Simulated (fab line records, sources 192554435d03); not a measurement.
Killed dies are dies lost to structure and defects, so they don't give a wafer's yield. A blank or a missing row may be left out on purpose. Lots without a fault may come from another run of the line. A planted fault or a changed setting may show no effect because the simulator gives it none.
fab line records | flow n5_finfet
record lots=7 wafers=39
route steps=1938 shown WELL_APT@32 DUMMY_GATE@246 HKMG_FIN@421 MOL_CONTACT_COAG@559 BEOL_M4@1111
start_h: hours from the record's first day to the start of the lot's first wafer shown | wait_h: hours since the lot's step before | " the same as in the row above | L1.1+2: a row that stands for several wafers | - no value, or no start given | * or withheld: withheld | < > ~ a bound
route shown NAME@n: a module of which the file shows steps, and the number in the route of the first | usual: mean/standard deviation of fault-free wafers | same: alike in all rows | chamber/n: place in a boat | sites: the reading at each site | _std_site: their standard deviation | _edge_site: outer sites' mean less inner sites' | radius_mm: how far each site lies from the wafer's centre | mask NAME#n: copy n | behind: the tool/chamber that last shaped the wafer | hold: why the lot was held/for how many hours/how that ended | device: the transistor (n, p or np) that didn't switch | end of line: the same wafers' tests at the end of the route | a step without rows: its recipe alone | killed: dies lost to structure and defects at the first sort, not the wafer's yield | map: a wafer's dies, x killed, . not, _ none there
set.NAME: the setting as run; set.NAME@STEP: as run at that earlier step | model.NAME: the simulator's own value behind a step, which no gauge read
lots whose settings were changed on purpose; a table a step, a row a wafer
## steps
# step N5_WELL_APT_IMPLANT_14
# recipe species=P energy_kev=160 dose_cm2=1.5e+13 tilt_deg=0 rotation_deg=0
# step N5_WELL_APT_EPI_41
# recipe material=Si target_thk_a=500 temp_c=650 precursor=SiH4/H2 pressure_torr=20 time_s=297.7
# step N5_DUMMY_GATE_ETCH_32
# recipe chemistry=CF4 target=SiO2 target_depth_a=35 time_s=3.9 ion_energy_ev=350 pressure_mtorr=10 icp_w=800 bias_w=400 cf4_flow_sccm=80
# step N5_DUMMY_GATE_ETCH_42
# recipe chemistry=CHF3/O2 target=SiO2 target_depth_a=35 time_s=31 ion_energy_ev=30 bias_w=12 pressure_mtorr=30 source_w=600 Ar_flow_sccm=200 CHF3_flow_sccm=50 O2_flow_sccm=5
# step N5_HKMG_FIN_PWFM_ALD_03
# recipe material=TiN target_thk_a=20 temp_c=400 ald_precursor_family=TiCl4 ald_co_reactant=NH3 pulse_time_s=1 purge_time_s=3 co_reactant_purge_time_s=2 co_reactant_pulse_time_s=2 ald_cycles=91 pressure_torr=3
# step N5_MOL_CONTACT_COAG_ALD_27
# recipe material=SiOC target_thk_a=170 temp_c=400 ald_precursor_family=carbosiloxane ald_co_reactant=H2-plasma pulse_time_s=1.5 time_s=2720 purge_time_s=2 co_reactant_purge_time_s=2 ald_cycles=340 pressure_torr=2
# step N5_BEOL_M4_RC_MEAS_101
# usual CJ_N=4.36/0.088 RS_NWELL=1038/5.8 RS_PWELL=3015/23
# columns lot.wafer tool chamber start_h wait_h set.dose_cm2@WELL_APT_IMPLANT_14 set.time_s@WELL_APT_EPI_41 set.time_s@DUMMY_GATE_ETCH_32 set.bias_w@DUMMY_GATE_ETCH_42 set.co_reactant_pulse_time_s@HKMG_FIN_PWFM_ALD_03 set.time_s@MOL_CONTACT_COAG_ALD_27 CJ_N RS_NWELL[ohm/sq] RS_PWELL[ohm/sq]
L076.1 prober-01 0 179.69 0.0 1.5e+13 297.7 2.969 12 2 2376 4.44 1046 3039
L076.2 " 0 " " 1.5e+13 283 2.969 13.35 2 2720 4.55 1047 3076
L076.3 " 0 " " 1.386e+13 283 3.9 12 2.22 2376 4.65 1097 3057
L076.4 " 0 " " 1.386e+13 297.7 2.969 13.35 2.22 2720 4.42 1082 3007
L076.5 " 0 " " 1.386e+13 297.7 3.9 13.35 2 2376 4.37 1086 3030
L076.6 " 0 " " 1.5e+13 283 3.9 12 2.22 2720 4.64 1041 3065
L080.1 prober-02 0 196.43 0.0 1.4e+13 297.7 3.418 13.19 1.769 2159 4.38 1081 3043
L080.2 " 0 " " 1.4e+13 297.7 3.9 12 2 2720 4.17 1072 3018
L080.3 " 0 " " 1.5e+13 274.2 3.9 13.19 2 2720 4.65 1055 3069
L080.4 " 0 " " 1.4e+13 274.2 3.418 12 1.769 2720 4.56 1088 3071
L080.5 " 0 " " 1.5e+13 274.2 3.9 12 1.769 2159 4.71 1053 3083
L080.6 " 0 " " 1.5e+13 297.7 3.418 13.19 2 2159 4.20 1039 3025
L082.1 prober-01 0 209.04 0.0 1.5e+13 281 3.9 12 2 3099 4.53 1045 3058
L082.2 " 0 " " 1.5e+13 297.7 3.9 12 1.799 2720 4.35 1052 3026
L082.3 " 0 " " 1.675e+13 281 3.9 10.79 1.799 2720 4.67 984 3073
L082.4 " 0 " " 1.5e+13 281 3.9 10.79 2 3099 4.51 1040 3079
L082.5 " 0 " " 1.675e+13 297.7 3.9 10.79 2 2720 4.09 979 3021
L082.6 " 0 " " 1.675e+13 297.7 3.9 12 1.799 3099 4.40 979 3038
L083.1 prober-01 0 222.61 0.0 1.5e+13 313.7 3.303 12 2 2720 4.12 1033 2955
L083.2 " 0 " " 1.356e+13 297.7 3.303 12 2 2720 4.40 1090 3035
L083.3 " 0 " " 1.356e+13 313.7 3.9 12 2 3128 4.08 1094 2961
L083.4 " 0 " " 1.5e+13 297.7 3.9 12 2 2720 4.48 1034 3033
L083.5 " 0 " " 1.356e+13 297.7 3.9 12 2 3128 4.38 1094 3046
L083.6 " 0 " " 1.5e+13 313.7 3.303 12 2 3128 4.11 1025 2981
L085.2 prober-01 0 236.49 0.2 1.5e+13 297.7 3.9 12 2 2720 4.45 1036 2995
L085.3 " 0 " " 1.5e+13 297.7 3.9 12 2 2720 4.23 1040 3006
L085.6 " 0 " " 1.5e+13 297.7 3.9 12 2 2720 4.49 1038 3041
L094.1 prober-01 0 283.36 0.0 1.5e+13 314.2 3.9 12 2 2720 4.09 1034 2941
L094.2 " 0 " " 1.5e+13 314.2 3.176 12 2 2720 4.06 1024 2937
L094.3 " 0 " " 1.5e+13 297.7 3.9 12 1.703 2720 4.46 1037 3003
L094.4 " 0 " " 1.34e+13 297.7 3.176 12 2 2720 4.41 1102 3026
L094.5 " 0 " " 1.34e+13 314.2 3.9 12 1.703 2720 4.11 1090 2949
L094.6 " 0 " " 1.34e+13 297.7 3.176 12 1.703 2720 4.39 1103 3001
L095.1 prober-02 0 288.83 0.0 1.5e+13 297.7 3.642 12 2 2720 4.44 1043 3048
L095.2 " 0 " " 1.614e+13 281.2 3.9 12 2 2306 4.52 1003 3057
L095.3 " 0 " " 1.614e+13 281.2 3.9 10.2 1.733 2306 4.55 1003 3082
L095.4 " 0 " " 1.5e+13 281.2 3.642 10.2 2 2306 4.62 1050 3030
L095.5 " 0 " " 1.614e+13 297.7 3.642 12 1.733 2720 4.38 1014 3018
L095.6 " 0 " " 1.5e+13 297.7 3.9 10.2 1.733 2720 4.31 1047 3022
## key
split step=N5_WELL_APT_IMPLANT_14 setting=dose_cm2 stated_as=1.5e+13
response step=N5_BEOL_M4_RC_MEAS_101 reading=RS_NWELL slope=-5.8 per=1% together_with=all explained=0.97
split step=N5_WELL_APT_EPI_41 setting=time_s stated_as=297.7
response step=N5_BEOL_M4_RC_MEAS_101 reading=CJ_N slope=-0.0509 per=1% together_with=all explained=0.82
response step=N5_BEOL_M4_RC_MEAS_101 reading=RS_PWELL slope=-8.45 per=1% together_with=all explained=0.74
split step=N5_DUMMY_GATE_ETCH_32 setting=time_s stated_as=3.9
response none clear
split step=N5_DUMMY_GATE_ETCH_42 setting=bias_w stated_as=12
response none clear
split step=N5_HKMG_FIN_PWFM_ALD_03 setting=co_reactant_pulse_time_s stated_as=2
response none clear
split step=N5_MOL_CONTACT_COAG_ALD_27 setting=time_s stated_as=2720
response none clear
